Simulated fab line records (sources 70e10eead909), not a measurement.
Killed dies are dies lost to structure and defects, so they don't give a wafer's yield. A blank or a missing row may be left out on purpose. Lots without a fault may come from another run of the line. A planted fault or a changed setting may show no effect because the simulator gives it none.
A lot that was struck, set against a sound lot    flow nand harc    13 out of 1302 route steps
Sound: these wafers, L962.1, L962.2, L962.4. Struck: wafers L972.2, L972.3 (left out: L972.6, a lot-mate that was not struck); the cause follows at the end.
For every step that has rows: the tool of each side, followed by ch and its chambers, followed by its first start. Under that, the readings that differ: sound wafers    struck wafers    difference of the means    sigmas: that difference in standard deviations of wafers without a fault.
alike: readings whose means differ by less than 2 such deviations, and words and numbers that are the same on both sides. not compared: withheld readings, readings that some wafer has no value for, bounds like >300 that may hide the same value, and numbers for which the record gives no deviation and whose values overlap.
A row with sigmas, a row that says differs or no value, or rows on one side alone: a step with any of these is where the two part. When numbers do not overlap yet have no deviation, they are printed without sigmas and do not part them. Lack of a reading on every wafer of one side parts them only where that side has two or more wafers.

first, 2 steps without rows for these wafers: NHARC_A_SOURCE_PLATE_CVD_03 (deposits poly-Si, target thk 200 nm, time 4000 s); NHARC_A_SOURCE_PLATE_ANNEAL_05 (time 1800 s).
NHARC_A_SOURCE_PLATE_THK_MEAS_06: measures by ellipsometry.
  sound on film metro-01, day 11 20:39; struck on film metro-01, day 15 11:20
  alike: thk nm
NHARC_A_SOURCE_PLATE_INSPECT_08:
  sound on defect inspect-02, day 11 20:43; struck on defect inspect-02, day 15 11:24
  alike: raw defect count
after that, 1 step with no rows for these wafers: NHARC_A_ONON_D1_DEP_00 (target thk 1000 nm).
NHARC_A_ONON_D1_THK_MEAS_02: measures by ellipsometry.
  sound on film metro-02, day 11 21:17; struck on film metro-01, day 15 11:59
  alike: thk nm
after that, 1 step with no rows for these wafers: NHARC_A_ONON_D1_DEP_03 (target thk 1000 nm).
NHARC_A_ONON_D1_THK_MEAS_05: measures by ellipsometry.
  sound on film metro-01, day 11 21:51; struck on film metro-02, day 15 12:33
  alike: thk nm
after that, 1 step with no rows for these wafers: NHARC_A_ONON_D1_DEP_06 (target thk 1000 nm).
NHARC_A_ONON_D1_THK_MEAS_08: measures by ellipsometry.
  sound on film metro-01, day 11 22:25; struck on film metro-01, day 15 13:07
  alike: thk nm
NHARC_A_ONON_D1_DEP_09: target thk 1000 nm.
  sound on pecvd onon-02 ch 0, day 11 22:28; struck on pecvd onon-03 ch 0, day 15 13:14
reading               sound              struck       difference  sigmas
nh3 flow sccm (sccm)  501.9 500.8 502.2  499.7 497.3  -3.1        -2
NHARC_A_ONON_D1_THK_MEAS_11: measures by ellipsometry.
  sound on film metro-02, day 11 22:59; struck on film metro-02, day 15 13:43
reading      sound           struck     difference  sigmas
thk nm (nm)  1002 1003 1001  1065 1064  +62         +6
after that, 1 step with no rows for these wafers: NHARC_A_ONON_D1_DEP_12 (target thk 1000 nm).

== WHERE THEY PART ==
At NHARC_A_ONON_D1_DEP_09 first; at NHARC_A_ONON_D1_THK_MEAS_11 last (within this record only).

WHY: the cause the simulator had injected
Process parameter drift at NHARC_A_ONON_D1_DEP_09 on pecvd onon-03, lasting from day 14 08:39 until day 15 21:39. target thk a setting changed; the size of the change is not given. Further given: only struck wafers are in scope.
